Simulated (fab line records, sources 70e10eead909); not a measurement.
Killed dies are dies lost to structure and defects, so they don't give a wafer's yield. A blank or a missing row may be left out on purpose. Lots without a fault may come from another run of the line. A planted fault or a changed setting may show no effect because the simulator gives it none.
Chamber matching | flow nand_harc | NHARC_A_BONDPAD_STRIP_15 on rie_diel-01: 4 sister chambers
The step strips in O2. 8 wafers are shown with their chamber, then 7 later ones without.

WAFERS WITH THEIR CHAMBER
wafer  | chamber | drypump_motor_current_A (A) | oes_product_au (a.u.)
L807.1 | 1       | 5.4                         | 0.990
L809.3 | 1       | 5.4                         | 0.985
L809.5 | 0       | 6.0                         | 1.010
L810.1 | 0       | 6.0                         | 1.002
L810.2 | 3       | 6.2                         | 1.014
L810.6 | 2       | 5.4                         | 1.002
L814.2 | 3       | 6.3                         | 0.987
L814.3 | 2       | 5.4                         | 0.997

WAFERS WITHOUT THEIR CHAMBER
wafer  | drypump_motor_current_A (A) | oes_product_au (a.u.)
L814.6 | 6.2                         | 0.989
L817.1 | 6.2                         | 0.994
L817.4 | 5.4                         | 0.991
L817.6 | 6.2                         | 1.001
L823.2 | 5.4                         | 1.016
L823.4 | 6.0                         | 1.023
L823.6 | 6.3                         | 0.995

WHICH CHAMBER EACH WENT THROUGH
wafer  | from the rows above     | in truth
L814.6 | 3                       | 3
L817.1 | 3                       | 3
L817.4 | can't be placed: 1 or 2 | 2
L817.6 | 3                       | 3
L823.2 | can't be placed: 2 or 1 | 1
L823.4 | 0                       | 0
L823.6 | 3                       | 3
Placed correctly: 5 of 7. Can't be placed from these rows: 2 (the true chamber is among the candidates in 2). Placed wrongly: 0.
How it was worked out, from the rows above alone: a wafer's distance from a chamber is the root of the sum, over the readings, of the square of ((its reading less the chamber's mean) divided by the reading's scatter). The wafer belongs to the nearest chamber; if the next one is less than 2 further off, it can't be placed. A chamber's mean is the mean of its shown wafers. The scatter: the root of (the sum of the squares of (reading less its chamber's mean) over the shown wafers, divided by (wafers less chambers)).
